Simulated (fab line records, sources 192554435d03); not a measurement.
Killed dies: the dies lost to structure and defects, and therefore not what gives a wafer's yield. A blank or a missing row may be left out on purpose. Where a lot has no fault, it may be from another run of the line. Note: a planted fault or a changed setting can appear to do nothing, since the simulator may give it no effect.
One fault through the eyes of 2 desks    flow n5-finfet    every desk sees just its own numbers, and what lay behind them comes last

== THE METROLOGY DESK ==
What the gauges read for every lot (on any tool): the sampled wafers with a number, averaged. If a lot's mean is further than 4 standard deviations from the usual mean, the lot is out of limits and carries the mark OUT (the distance appears in the brackets). It has 11 readings; the 7 that lie furthest out on some lot are the ones shown.
Columns: A = DIBL_N at N5_BEOL_M4_RC_MEAS_101, usual 36.0 mV/V; B = DIBL_P at N5_BEOL_M4_RC_MEAS_101, usual 35.6 mV/V; C = IOFF_P at N5_BEOL_M4_RC_MEAS_101, usual 0.19 nA/um; D = ION_N at N5_BEOL_M4_RC_MEAS_101, usual 668 uA/um; E = ION_P at N5_BEOL_M4_RC_MEAS_101, usual 455 uA/um; F = VT_N at N5_BEOL_M4_RC_MEAS_101, usual 251 mV; G = VT_P at N5_BEOL_M4_RC_MEAS_101, usual -253 mV
lot   first seen here  A     B     C     D    E    F    G
L481  day 9 06:52      35.8  35.1  0.17  655  446  252  -253
L485  day 11 01:13     37.4  38.5  0.22  679  461  249  -252
L487  day 11 08:01     33.7  32.9  0.18  658  454  255  -253
L488  day 12 13:13     33.9  34.3  0.18  659  456  253  -252
L499  day 14 10:26     35.6  35.0  0.19  665  454  254  -253
L496  day 14 10:49     37.9  36.1  0.20  675  461  248  -251
L500  day 14 13:58     36.9  36.4  0.22  678  463  249  -251
L498  day 14 19:54     37.6  37.1  0.21  677  457  247  -252
L501  day 14 21:43     34.1  35.4  0.15  664  445  255  -261
L502  day 16 01:31     35.4  34.6  0.20  669  460  251  -250
This desk's verdict: no lot among the 10 shows anything out of limits.

== DESK OF THE TOOL OWNER: pecvd-02 ==
The tool's own readings at N5_BEOL_M7_PECVD_70 (deposits SiO2 from TEOS/O2, target thk 20 nm, time 22.7 s): means of the sampled wafers that have a number, for each lot that ran on this tool. If a lot's mean is further than 4 standard deviations from the usual mean, the lot is out of limits and carries the mark OUT (the distance appears in the brackets).
Columns: A = chamber-pressure-Torr at N5_BEOL_M7_PECVD_70, usual 5.499 Torr; B = heater-power-outer-w at N5_BEOL_M7_PECVD_70, usual 443 W; C = heater-power-w at N5_BEOL_M7_PECVD_70, usual 746 W; D = showerhead-plenum-p-Torr at N5_BEOL_M7_PECVD_70, usual 8.75 Torr; E = throttle-valve-pct at N5_BEOL_M7_PECVD_70, usual 22.7 %
lot   first seen here  A      B    C    D     E
L487  day 12 08:02     5.495  407  744  8.83  23.5
L488  day 13 10:35     5.487  438  756  8.77  22.5
This desk's verdict: no lot among the 2 shows anything out of limits.

== PUT TOGETHER ==
From the metrology desk's view, nothing was out of limits.
The desk of the tool owner found nothing out of limits.

== WHAT WAS PUT IN BY THE SIMULATOR ==
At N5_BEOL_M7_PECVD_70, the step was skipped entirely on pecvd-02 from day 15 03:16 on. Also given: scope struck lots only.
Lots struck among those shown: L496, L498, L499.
